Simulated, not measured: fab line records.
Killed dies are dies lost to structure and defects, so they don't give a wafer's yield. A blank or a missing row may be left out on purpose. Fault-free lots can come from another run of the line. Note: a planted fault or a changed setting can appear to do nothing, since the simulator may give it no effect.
What tool caused it? | flow n5-finfet | 18 wafers from 6 lots sampled at 4 of the route's 1938 steps

## WHAT THE GAUGES SHOWED, per wafer
N5_BEOL_M11_OCD_MEAS_38.
lot  | measured     | on     | trench-depth-nm (nm)
L824 | day 11 23:49 | ocd-02 | 146.4 147.3 145.8
L825 | day 12 23:22 | ocd-02 | 148.3 146.7 144.3
L831 | day 13 08:08 | ocd-01 | 138.9 148.7 138.4
L843 | day 17 13:55 | ocd-01 | 149.4 147.4 147.3
L840 | day 18 02:17 | ocd-02 | 147.5 147.7 148.3
L844 | day 18 06:16 | ocd-02 | 145.5 147.7 146.8

## WHAT TOOL EACH LOT RAN ON (gives the tool, then ch and the chambers of the sampled wafers, and finally the start)
lot  | N5_BEOL_M11_STRIP_36               | N5_BEOL_M11_TRENCH_ETCH_37         | N5_BEOL_M11_ETCH_41
L824 | rie-diel-02 ch 0,1, day 11 23:35   | rie-diel-02 ch 0,1, day 11 23:38   | rie-diel-02 ch 0,1, day 11 23:49 or earlier
L825 | rie-diel-02 ch 0,1,2, day 12 23:09 | rie-diel-02 ch 0,1,2, day 12 23:11 | rie-diel-02 ch 0,1,2, day 12 23:22 or earlier
L831 | rie-diel-02 ch 1,3, day 13 07:55   | rie-diel-02 ch 1,3, day 13 07:57   | rie-diel-02 ch 1,3, day 13 08:08 or earlier
L843 | rie-diel-02 ch 0,1,2, day 17 13:42 | rie-diel-02 ch 0,1,2, day 17 13:44 | rie-diel-02 ch 0,1,2, day 17 13:55 or earlier
L840 | rie-diel-02 ch 1,2,3, day 18 02:04 | rie-diel-02 ch 1,2,3, day 18 02:06 | rie-diel-02 ch 1,2,3, day 18 02:17 or earlier
L844 | rie-diel-04 ch 2,3, day 18 06:02   | rie-diel-04 ch 2,3, day 18 06:05   | rie-diel-04 ch 2,3, day 18 06:16 or earlier
- N5_BEOL_M11_STRIP_36: strips in N2/H2.
- N5_BEOL_M11_TRENCH_ETCH_37: etches SiCOH lowk in C4F6/O2, target depth 148.83 nm, time 48 s.
- N5_BEOL_M11_ETCH_41: etches SiCN in CH3F/O2, target depth 42.6 nm, time 86 s.

## THE ANSWER, worked out from the rows above alone
Rule: the lots themselves supply what counts as usual. The widest of any qualifying gaps counts: lots, ordered by their means at a reading, are off when they make up no more than a third of the lots, leave a main group of 4 or more, and stand apart from it by 3 or more times the standard deviation of that group's means. The tables above print the reading to a certain number of digits; a main group whose means all agree to those digits is not used. Also off: a lot with no number at a reading for which 4 or more lots have one. Where the step has rows for the other lots, those lots are counted as sound.
Off, at N5_BEOL_M11_OCD_MEAS_38 on trench-depth-nm: L831. The main group has a mean of 147.1 nm with a standard deviation of 0.69.
A tool fits if, at a process step before that reading, it ran every lot that is off, and no sound lot after the first of them. The gauges at N5_BEOL_M11_OCD_MEAS_38 are tried like those tools. N5_BEOL_M11_ETCH_41 gives no start for some lots, so the hours and the order of its lots are those of N5_BEOL_M11_OCD_MEAS_38. No candidate that was tried fits.

## WHAT THE SIMULATOR HAD INSERTED
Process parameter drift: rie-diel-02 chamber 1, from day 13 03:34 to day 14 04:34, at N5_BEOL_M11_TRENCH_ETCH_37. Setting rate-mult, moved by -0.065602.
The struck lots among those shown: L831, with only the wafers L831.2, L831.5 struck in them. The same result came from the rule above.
